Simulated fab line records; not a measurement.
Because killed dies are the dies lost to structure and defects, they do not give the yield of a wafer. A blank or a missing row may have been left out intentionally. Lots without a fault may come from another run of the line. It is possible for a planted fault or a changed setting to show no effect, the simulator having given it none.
The tool behind it: which one?	flow n5-finfet	at 1 step of a route of 1938, 12 lots with 36 wafers sampled

WHAT THE GAUGES SHOWED, per wafer
N5_HKMG_FIN_INSPECT_14: inspects for defects (macro).
lot	measured	on	raw-defect-count
L075	day 4 07:09	defect-inspect-01	5 3 3
L077	day 4 19:27	defect-inspect-02	1 0 4
L079	day 5 10:17	defect-inspect-01	3 1 2
L081	day 5 22:55	defect-inspect-02	3 1 3
L083	day 6 11:44	defect-inspect-02	2 3 3
L085	day 6 22:34	defect-inspect-02	0 3 2
L087	day 7 13:31	defect-inspect-02	2 4 2
L089	day 8 02:35	defect-inspect-02	2 1 1
L091	day 8 13:11	defect-inspect-02	1 1 2
L093	day 8 23:20	defect-inspect-01	1 3 5
L095	day 9 13:40	defect-inspect-01	3 1 3
L097	day 10 07:27	defect-inspect-01	2 1 4

EACH LOT AND THE TOOL THAT RAN IT (in order: tool; ch and the chambers of the sampled wafers; start)
The record holds no process step before these readings.

THE ANSWER, worked out from the rows above alone
Rule: the lots themselves supply what counts as usual. Put in order of their means at a reading, lots are off if they are a third of the lots or fewer, leave a main group of 4 or more, and stand apart from it by a gap of 3 or more times the standard deviation of the main group's means; of several such gaps the widest counts. If all means in a main group match to the digits the tables above print for the reading, that group is not used. Also off: a lot with no number at a reading for which 4 or more lots have one. Where the step has rows for the other lots, those lots are counted as sound.
None of the lots is off at any reading shown; this tells nothing.

WHAT THE SIMULATOR HAD INSERTED
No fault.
